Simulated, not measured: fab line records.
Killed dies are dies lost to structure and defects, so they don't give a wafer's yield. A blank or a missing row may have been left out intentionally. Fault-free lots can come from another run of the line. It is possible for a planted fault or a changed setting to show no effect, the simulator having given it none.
The same fault as seen by 2 desks | flow n5Finfet | only its own numbers are on each desk; what lay behind them is given at the end

FOR THE TOOL OWNER'S DESK: rieDiel-04
The tool's own readings at N5_HKMG_FIN_ETCH_54 (etches SiARC in CF4, target depth 45.5 nm, time 75.8 s): means of the sampled wafers that have a number, for each lot that ran on this tool. Any lot whose mean is over 4 standard deviations away from the usual mean is out of limits and marked OUT; that distance is given in the brackets.
Columns: A = drypumpMotorCurrentA at N5_HKMG_FIN_ETCH_54, usual 5.8 A; B = etchRfOnTimeS at N5_HKMG_FIN_ETCH_54, usual 75.5 s; C = oesProductAu at N5_HKMG_FIN_ETCH_54, usual 0.67 a.u.; D = rfFwdPowerW at N5_HKMG_FIN_ETCH_54, usual 539.4 W; E = rfVppV at N5_HKMG_FIN_ETCH_54, usual 183.9 V; F = showerheadPlenumPTorr at N5_HKMG_FIN_ETCH_54, usual 2.13 Torr; G = throttleValvePct at N5_HKMG_FIN_ETCH_54, usual 15.59 %
lot  | first seen here | A   | B               | C    | D               | E                | F    | G
L520 | day 4 23:49     | 5.6 | 74.6            | 0.64 | 540.2           | 183.7            | 2.16 | 15.68
L523 | day 5 16:12     | 5.6 | 75.6            | 0.69 | 538.8           | 184.0            | 2.07 | 15.44
L527 | day 6 19:04     | 5.2 | 68.5 (-5.8) OUT | 0.67 | 646.2 (+43) OUT | 173.9 (-9.1) OUT | 2.10 | 15.49
This desk finds L527 out of limits, L527 being first, at day 6 19:04 (etchRfOnTimeS at N5_HKMG_FIN_ETCH_54). Within limits: L520, L523.

THE METROLOGY DESK
What the gauges read for every lot (on any tool): the sampled wafers with a number, averaged. Any lot whose mean is over 4 standard deviations away from the usual mean is out of limits and marked OUT; that distance is given in the brackets. 7 of its 11 readings are shown, namely those furthest out on some lot.
Columns: A = NDIPOLE_OVL at N5_HKMG_FIN_OVL_MEAS_50, usual -0.1 nm; B = DIBL_N at N5_BEOL_M4_RC_MEAS_101, usual 35.7 mV/V; C = DIBL_P at N5_BEOL_M4_RC_MEAS_101, usual 36.0 mV/V; D = IOFF_N at N5_BEOL_M4_RC_MEAS_101, usual 0.154 nA/um; E = IOFF_P at N5_BEOL_M4_RC_MEAS_101, usual 0.21 nA/um; F = ION_N at N5_BEOL_M4_RC_MEAS_101, usual 675 uA/um; G = VT_N at N5_BEOL_M4_RC_MEAS_101, usual 250 mV
lot  | first seen here | A    | B    | C    | D     | E    | F   | G
L518 | day 4 13:13     | -0.3 | 36.4 | 36.7 | 0.160 | 0.20 | 678 | 247
L519 | day 4 15:14     | 0.1  | 35.1 | 35.1 | 0.123 | 0.18 | 657 | 255
L520 | day 4 23:39     | 0.1  | 36.1 | 36.6 | 0.156 | 0.23 | 676 | 250
L523 | day 5 16:01     | -1.6 | 34.7 | 35.6 | 0.135 | 0.22 | 668 | 252
L527 | day 6 18:51     | 0.3  | 35.3 | 36.2 | 0.160 | 0.22 | 674 | 247
L531 | day 7 18:38     | 1.0  | 33.9 | 33.2 | 0.117 | 0.17 | 666 | 254
L532 | day 8 01:55     | 0.5  | 34.8 | 36.3 | 0.152 | 0.21 | 682 | 248
L534 | day 8 13:07     | 0.0  | 36.0 | 36.8 | 0.170 | 0.25 | 677 | 247
L536 | day 8 22:27     | -1.7 | 34.8 | 34.2 | 0.145 | 0.20 | 678 | 249
This desk's verdict: no lot among the 9 shows anything out of limits.

ALL TOGETHER
The tool owner's desk could have raised an alarm at day 6 19:04, on L527.
At the metrology desk, nothing out of limits was observed.
The metrology desk holds a record of L527, inside its limits.
Of the lots named, all ran N5_HKMG_FIN_ETCH_54 on rieDiel-04.

WHAT THE SIMULATOR HAD INSERTED
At N5_HKMG_FIN_ETCH_54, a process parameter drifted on rieDiel-04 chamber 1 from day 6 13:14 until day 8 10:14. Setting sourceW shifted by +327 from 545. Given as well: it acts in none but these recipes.
Shown lots that were struck: L527.
Each desk's first reading out of limits, in hours after the fault started: the tool owner's desk, 6.
